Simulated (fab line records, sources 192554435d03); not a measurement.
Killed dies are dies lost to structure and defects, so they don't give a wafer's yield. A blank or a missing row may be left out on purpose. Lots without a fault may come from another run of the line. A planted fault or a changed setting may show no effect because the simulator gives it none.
Chamber matching | flow n5_finfet | N5_DUMMY_GATE_ETCH_44 on rie_si-04: 4 sister chambers
The step etches poly-Si in HBr/O2, stops on SiO2, target depth 127.5 nm. 8 wafers are shown with their chamber, then 10 later ones without.

WAFERS WITH THEIR CHAMBER
wafer  | chamber | drypump_motor_current_A (A) | throttle_valve_pct (%)
L084.6 | 0       | 5.5                         | 18.72
L086.2 | 1       | 5.4                         | 18.47
L086.6 | 3       | 5.6                         | 18.66
L089.1 | 3       | 5.7                         | 18.65
L089.2 | 2       | 6.6                         | 18.59
L089.3 | 0       | 5.5                         | 18.75
L089.4 | 1       | 5.5                         | 18.46
L089.5 | 2       | 6.6                         | 18.60

WAFERS WITHOUT THEIR CHAMBER
wafer  | drypump_motor_current_A (A) | throttle_valve_pct (%)
L089.6 | 5.7                         | 18.66
L090.2 | 5.5                         | 18.74
L090.3 | 5.7                         | 18.66
L090.5 | 5.7                         | 18.64
L093.1 | 5.5                         | 18.46
L093.2 | 6.5                         | 18.60
L093.3 | 5.5                         | 18.74
L093.4 | 5.6                         | 18.64
L093.5 | 6.5                         | 18.59
L093.6 | 5.6                         | 18.65

WHICH CHAMBER EACH WENT THROUGH
wafer  | from the rows above | in truth
L089.6 | 3                   | 3
L090.2 | 0                   | 0
L090.3 | 3                   | 3
L090.5 | 3                   | 3
L093.1 | 1                   | 1
L093.2 | 2                   | 2
L093.3 | 0                   | 0
L093.4 | 3                   | 3
L093.5 | 2                   | 2
L093.6 | 3                   | 3
Placed correctly: 10 of 10. Can't be placed from these rows: 0. Placed wrongly: 0.
How it was worked out, from the rows above alone: a wafer's distance from a chamber is the root of the sum, over the readings, of the square of ((its reading less the chamber's mean) divided by the reading's scatter). The wafer belongs to the nearest chamber; if the next one is less than 2 further off, it can't be placed. A chamber's mean is the mean of its shown wafers. The scatter: the root of (the sum of the squares of (reading less its chamber's mean) over the shown wafers, divided by (wafers less chambers)).
